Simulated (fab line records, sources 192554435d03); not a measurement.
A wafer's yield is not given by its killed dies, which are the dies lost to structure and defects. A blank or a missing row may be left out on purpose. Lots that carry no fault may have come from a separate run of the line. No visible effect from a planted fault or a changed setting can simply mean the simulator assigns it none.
Which of the tools did it? ; flow n5 finfet ; Sampling: 11 lots, 33 wafers, 5 of 1938 route steps

WHAT THE GAUGES SHOWED, per wafer
N5_DUMMY_GATE_OVL_MEAS_16.
lot;measured;on;GATE_OVL (nm)
L075;day 3 14:08;overlay-01;-0.4 -1.4 -1.8
L078;day 3 22:05;overlay-02;-0.7 -0.9 -0.4
L080;day 4 10:03;overlay-01;0.5 0.2 -1.0
L082;day 5 00:34;overlay-01;-0.8 -0.5 -0.7
L084;day 5 09:00;overlay-01;-0.2 -0.4 -1.0
L086;day 6 02:41;overlay-01;-0.5 1.3 0.1
L088;day 6 10:36;overlay-02;-0.6 -0.9 0.3
L090;day 6 23:09;overlay-02;0.2 0.3 -0.9
L092;day 7 11:50;overlay-02;-0.9 0.1 -0.6
L094;day 7 23:56;overlay-01;0.7 0.0 -1.2
L096;day 8 12:02;overlay-02;-0.2 -0.8 -0.5

EACH LOT AND THE TOOL THAT RAN IT (in order: tool; ch and the chambers of the sampled wafers; start)
lot;N5_FIN_CUT_ETCH_30;N5_FIN_CUT_PRECLEAN_35;N5_STI_FIN_REVEAL_STRIP_24;N5_STI_FIN_REVEAL_OXIDATION_31
L075;rie diel-06 ch 0,1,3, day 2 08:23;vapor etch-01 ch 0,1, day 2 08:54;rie diel-01 ch 1,3, day 2 15:03;plasma asher-01 ch 0,1, day 2 17:25
L078;rie diel-04 ch 0,3, day 3 03:28;vapor etch-02 ch 1, day 3 03:59;rie diel-03 ch 0,2,3, day 3 10:15;plasma asher-02 ch 0,1, day 3 12:37
L080;rie diel-06 ch 0,2,3, day 3 14:11;vapor etch-02 ch 0,1, day 3 14:42;rie diel-03 ch 0,1, day 3 21:00;plasma asher-01 ch 0, day 3 23:23
L082;rie diel-02 ch 0,2,3, day 4 04:16;vapor etch-01 ch 0,1, day 4 04:49;rie diel-05 ch 0,1,2, day 4 10:53;plasma asher-01 ch 0,1, day 4 13:16
L084;rie diel-04 ch 1,2,3, day 4 14:45;vapor etch-02 ch 0,1, day 4 15:16;rie diel-03 ch 0,1,3, day 4 21:28;plasma asher-01 ch 0,1, day 4 23:50
L086;rie diel-06 ch 1,3, day 5 07:16;vapor etch-02 ch 0,1, day 5 07:50;rie diel-03 ch 0,1, day 5 14:16;plasma asher-02 ch 0, day 5 17:23
L088;rie diel-02 ch 1,2,3, day 5 15:22;vapor etch-02 ch 0,1, day 5 15:53;rie diel-01 ch 2,3, day 5 22:50;plasma asher-01 ch 0,1, day 6 01:17
L090;rie diel-02 ch 1,3, day 6 03:53;vapor etch-01 ch 0, day 6 04:25;rie diel-05 ch 0,2,3, day 6 11:22;plasma asher-01 ch 0,1, day 6 13:45
L092;rie diel-02 ch 1,2,3, day 6 17:33;vapor etch-01 ch 0,1, day 6 18:04;rie diel-01 ch 1,2,3, day 7 00:10;plasma asher-02 ch 0,1, day 7 02:32
L094;rie diel-02 ch 0,1,2, day 7 05:34;vapor etch-01 ch 0,1, day 7 06:04;rie diel-03 ch 0,2,3, day 7 12:15;plasma asher-02 ch 0,1, day 7 14:40
L096;rie diel-06 ch 2,3, day 7 17:54;vapor etch-01 ch 0,1, day 7 18:25;rie diel-01 ch 0,1,2, day 8 00:31;plasma asher-01 ch 0,1, day 8 02:53
- N5_FIN_CUT_ETCH_30: etches underlayer in N2/H2, target depth 13 nm, time 10.4 s.
- N5_FIN_CUT_PRECLEAN_35: cleans in vHF, time 13.3 s.
- N5_STI_FIN_REVEAL_STRIP_24: strips in N2/H2, time 90 s.
- N5_STI_FIN_REVEAL_OXIDATION_31: chemistry O2 PLASMA REMOTE, time 20 s.

THE ANSWER, worked out from the rows above alone
Rule: usual is defined by the lots themselves. Put in order of their means at a reading, lots are off if they are a third of the lots or fewer, leave a main group of 4 or more, and stand apart from it by a gap of 3 or more times the standard deviation of the main group's means; of several such gaps the widest counts. Not used: any main group whose means are identical at the precision the tables above print for the reading. Also off: a lot with no number at a reading for which 4 or more lots have one. Any other lot the step has rows for is counted as sound.
No lot is off on any of the readings shown, so nothing can be concluded from this.

WHAT THE SIMULATOR PUT IN
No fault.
